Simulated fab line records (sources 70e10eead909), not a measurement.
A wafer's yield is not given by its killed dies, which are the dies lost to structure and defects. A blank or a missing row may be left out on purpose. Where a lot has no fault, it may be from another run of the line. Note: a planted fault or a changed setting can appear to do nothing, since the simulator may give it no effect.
Chamber matching || flow nand harc || NHARC_A_CONTACT_ETCH_91 on rie diel-11: 4 sister chambers
The step etches the open film in CH3F/O2, target depth 40 nm, time 85.7 s. 14 wafers are shown with their chamber, then 7 later ones without.

== WAFERS WITH THEIR CHAMBER ==
{"wafer": "L074.1", "chamber": 2, "showerhead plenum p Torr (Torr)": 2.63, "drypump motor current A (A)": 5.50, "rf vpp V (V)": 246.2}
{"wafer": "L074.3", "chamber": 0, "showerhead plenum p Torr (Torr)": 2.56, "drypump motor current A (A)": 5.43, "rf vpp V (V)": 245.3}
{"wafer": "L074.5", "chamber": 1, "showerhead plenum p Torr (Torr)": 2.49, "drypump motor current A (A)": 6.39, "rf vpp V (V)": 244.2}
{"wafer": "L077.3", "chamber": 0, "showerhead plenum p Torr (Torr)": 2.56, "drypump motor current A (A)": 5.46, "rf vpp V (V)": 245.4}
{"wafer": "L077.4", "chamber": 2, "showerhead plenum p Torr (Torr)": 2.63, "drypump motor current A (A)": 5.46, "rf vpp V (V)": 247.1}
{"wafer": "L077.5", "chamber": 0, "showerhead plenum p Torr (Torr)": 2.56, "drypump motor current A (A)": 5.45, "rf vpp V (V)": 245.5}
{"wafer": "L079.1", "chamber": 0, "showerhead plenum p Torr (Torr)": 2.56, "drypump motor current A (A)": 5.45, "rf vpp V (V)": 244.7}
{"wafer": "L079.4", "chamber": 2, "showerhead plenum p Torr (Torr)": 2.63, "drypump motor current A (A)": 5.52, "rf vpp V (V)": 246.1}
{"wafer": "L079.6", "chamber": 1, "showerhead plenum p Torr (Torr)": 2.49, "drypump motor current A (A)": 6.42, "rf vpp V (V)": 244.0}
{"wafer": "L080.1", "chamber": 0, "showerhead plenum p Torr (Torr)": 2.56, "drypump motor current A (A)": 5.43, "rf vpp V (V)": 245.0}
{"wafer": "L080.2", "chamber": 2, "showerhead plenum p Torr (Torr)": 2.63, "drypump motor current A (A)": 5.46, "rf vpp V (V)": 245.2}
{"wafer": "L080.6", "chamber": 1, "showerhead plenum p Torr (Torr)": 2.48, "drypump motor current A (A)": 6.41, "rf vpp V (V)": 245.0}
{"wafer": "L085.1", "chamber": 3, "showerhead plenum p Torr (Torr)": 2.31, "drypump motor current A (A)": 5.73, "rf vpp V (V)": 241.7}
{"wafer": "L085.3", "chamber": 1, "showerhead plenum p Torr (Torr)": 2.48, "drypump motor current A (A)": 6.38, "rf vpp V (V)": 245.2}

SIGNATURES (averages over the wafers above)
{"reading": "showerhead plenum p Torr", "chamber 0": 2.5600, "chamber 1": 2.4850, "chamber 2": 2.6300, "chamber 3": 2.3100, "scatter within a chamber": 0.00316}
{"reading": "drypump motor current A", "chamber 0": 5.4440, "chamber 1": 6.4000, "chamber 2": 5.4850, "chamber 3": 5.7300, "scatter within a chamber": 0.021}
{"reading": "rf vpp V", "chamber 0": 245.180, "chamber 1": 244.600, "chamber 2": 246.150, "chamber 3": 241.700, "scatter within a chamber": 0.573}
Rule: for a wafer and a chamber, the distance is found by dividing, reading by reading, the gap between the wafer's reading and the chamber's mean by the reading's scatter, squaring, summing and taking the root. The wafer belongs to the nearest chamber; if the next one is less than 2 further off, it can't be placed. The scatter is the square root of a quotient: the sum, over the shown wafers, of each reading's squared deviation from its chamber's mean, divided by wafers minus chambers.

== WAFERS WHOSE CHAMBER IS MISSING ==
{"wafer": "L085.4", "showerhead plenum p Torr (Torr)": 2.55, "drypump motor current A (A)": 5.46, "rf vpp V (V)": 245.0}
{"wafer": "L087.1", "showerhead plenum p Torr (Torr)": 2.48, "drypump motor current A (A)": 6.43, "rf vpp V (V)": 244.4}
{"wafer": "L087.2", "showerhead plenum p Torr (Torr)": 2.31, "drypump motor current A (A)": 5.76, "rf vpp V (V)": 241.5}
{"wafer": "L087.3", "showerhead plenum p Torr (Torr)": 2.55, "drypump motor current A (A)": 5.49, "rf vpp V (V)": 245.8}
{"wafer": "L096.1", "showerhead plenum p Torr (Torr)": 2.30, "drypump motor current A (A)": 5.73, "rf vpp V (V)": 242.7}
{"wafer": "L096.4", "showerhead plenum p Torr (Torr)": 2.61, "drypump motor current A (A)": 5.48, "rf vpp V (V)": 246.0}
{"wafer": "L096.5", "showerhead plenum p Torr (Torr)": 2.47, "drypump motor current A (A)": 6.39, "rf vpp V (V)": 245.9}

== CHAMBER TAKEN BY EACH ==
{"wafer": "L085.4", "from the rows above": 0, "in truth": 0}
{"wafer": "L087.1", "from the rows above": 1, "in truth": 1}
{"wafer": "L087.2", "from the rows above": 3, "in truth": 3}
{"wafer": "L087.3", "from the rows above": 0, "in truth": 0}
{"wafer": "L096.1", "from the rows above": 3, "in truth": 3}
{"wafer": "L096.4", "from the rows above": 2, "in truth": 2}
{"wafer": "L096.5", "from the rows above": 1, "in truth": 1}
Placed correctly: 7 of 7. Left unplaced by these rows: 0. Wrongly placed: 0.
